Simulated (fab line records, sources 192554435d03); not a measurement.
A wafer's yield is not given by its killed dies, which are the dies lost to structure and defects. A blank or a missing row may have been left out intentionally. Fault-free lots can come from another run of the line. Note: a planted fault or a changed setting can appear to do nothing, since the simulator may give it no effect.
Chamber matching -- flow n5_finfet -- 4 sister chambers for N5_SD_EPI_P_ETCH_16 on rie_diel-01
The step etches SiO2 in CHF3/O2, target depth 5 nm. 16 wafers are shown with their chamber, then 8 later ones without.

## EACH WAFER AND ITS CHAMBER
wafer,chamber,drypump_motor_current_A (A),throttle_valve_pct (%),showerhead_plenum_p_Torr (Torr)
L074.2,2,5.2,18.95,2.37
L074.3,0,6.1,18.82,2.48
L074.5,1,6.3,18.58,2.37
L076.1,2,5.1,18.96,2.36
L076.2,3,6.0,18.80,2.44
L076.5,3,6.0,18.82,2.44
L080.2,3,6.0,18.81,2.44
L080.3,2,5.2,18.96,2.36
L080.6,3,6.0,18.81,2.44
L081.1,2,5.1,18.96,2.36
L081.3,3,6.0,18.81,2.44
L081.6,1,6.3,18.59,2.37
L085.1,2,5.1,18.96,2.36
L085.2,0,6.1,18.83,2.47
L085.3,1,6.3,18.59,2.37
L087.3,1,6.3,18.60,2.36

SIGNATURES (averages over the wafers above)
reading,chamber 0,chamber 1,chamber 2,chamber 3,scatter within a chamber
drypump_motor_current_A,6.100,6.300,5.140,6.000,0.0316
throttle_valve_pct,18.8250,18.5900,18.9580,18.8100,0.00665
showerhead_plenum_p_Torr,2.4750,2.3675,2.3620,2.4400,0.00413
Rule: a wafer's distance from a chamber is the root of the sum, over the readings, of the square of ((its reading less the chamber's mean) divided by the reading's scatter). The wafer belongs to the nearest chamber; if the next one is less than 2 further off, it can't be placed. The scatter: take each reading less its chamber's mean, square it, sum over the shown wafers, divide by the number of wafers less the number of chambers, and take the root.

## WAFERS MISSING THEIR CHAMBER
wafer,drypump_motor_current_A (A),throttle_valve_pct (%),showerhead_plenum_p_Torr (Torr)
L087.4,5.2,18.98,2.35
L087.5,6.0,18.82,2.43
L095.1,5.2,19.02,2.35
L095.3,6.0,18.84,2.43
L095.6,6.0,18.85,2.43
L097.1,6.3,18.64,2.35
L097.4,6.0,18.87,2.43
L097.6,6.3,18.65,2.35

## CHAMBER TAKEN BY EACH
wafer,from the rows above,in truth
L087.4,2,2
L087.5,3,3
L095.1,2,2
L095.3,3,3
L095.6,3,3
L097.1,1,1
L097.4,3,3
L097.6,1,1
Correctly placed: 8 of 8. Can't be placed from these rows: 0. Number placed wrongly: 0.
